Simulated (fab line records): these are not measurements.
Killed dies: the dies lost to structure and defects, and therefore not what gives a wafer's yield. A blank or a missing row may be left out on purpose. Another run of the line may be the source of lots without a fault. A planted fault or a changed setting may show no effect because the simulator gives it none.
Matching of chambers || flow n5-finfet || N5_BEOL_M7_STRIP_67 on rie-diel-05: 4 sister chambers
The step strips in CF4. 4 wafers are shown with their chamber, then 7 later ones without.

## WAFERS PAIRED WITH THEIR CHAMBERS
{"wafer": "L079.5", "chamber": 2, "showerhead-plenum-p-Torr (Torr)": 1.72}
{"wafer": "L081.5", "chamber": 0, "showerhead-plenum-p-Torr (Torr)": 1.76}
{"wafer": "L086.3", "chamber": 3, "showerhead-plenum-p-Torr (Torr)": 1.83}
{"wafer": "L086.4", "chamber": 1, "showerhead-plenum-p-Torr (Torr)": 1.79}

## WAFERS WITHOUT THEIR CHAMBER
{"wafer": "L086.5", "showerhead-plenum-p-Torr (Torr)": 1.82}
{"wafer": "L089.2", "showerhead-plenum-p-Torr (Torr)": 1.79}
{"wafer": "L089.3", "showerhead-plenum-p-Torr (Torr)": 1.76}
{"wafer": "L089.5", "showerhead-plenum-p-Torr (Torr)": 1.79}
{"wafer": "L097.2", "showerhead-plenum-p-Torr (Torr)": 1.75}
{"wafer": "L097.3", "showerhead-plenum-p-Torr (Torr)": 1.82}
{"wafer": "L097.5", "showerhead-plenum-p-Torr (Torr)": 1.75}

## THE CHAMBER EACH PASSED THROUGH
{"wafer": "L086.5", "from the rows above": 3, "in truth": 3}
{"wafer": "L089.2", "from the rows above": 1, "in truth": 1}
{"wafer": "L089.3", "from the rows above": 0, "in truth": 0}
{"wafer": "L089.5", "from the rows above": 1, "in truth": 1}
{"wafer": "L097.2", "from the rows above": 0, "in truth": 0}
{"wafer": "L097.3", "from the rows above": 3, "in truth": 3}
{"wafer": "L097.5", "from the rows above": 0, "in truth": 0}
Correct placement for 7 of the 7. Left unplaced by these rows: 0. Wrongly placed: 0.
How it was worked out, from the rows above alone: a wafer's distance from a chamber is the root of the sum, over the readings, of the square of ((its reading less the chamber's mean) divided by the reading's scatter). If the next closest chamber is less than 2 further off than the closest, the wafer can't be placed; otherwise it belongs to the closest. For every chamber, the mean is computed from those of its wafers that are shown. The scatter (one wafer shown for each chamber): square how far every hidden wafer sits from the nearest shown wafer, average those squares and take the square root.
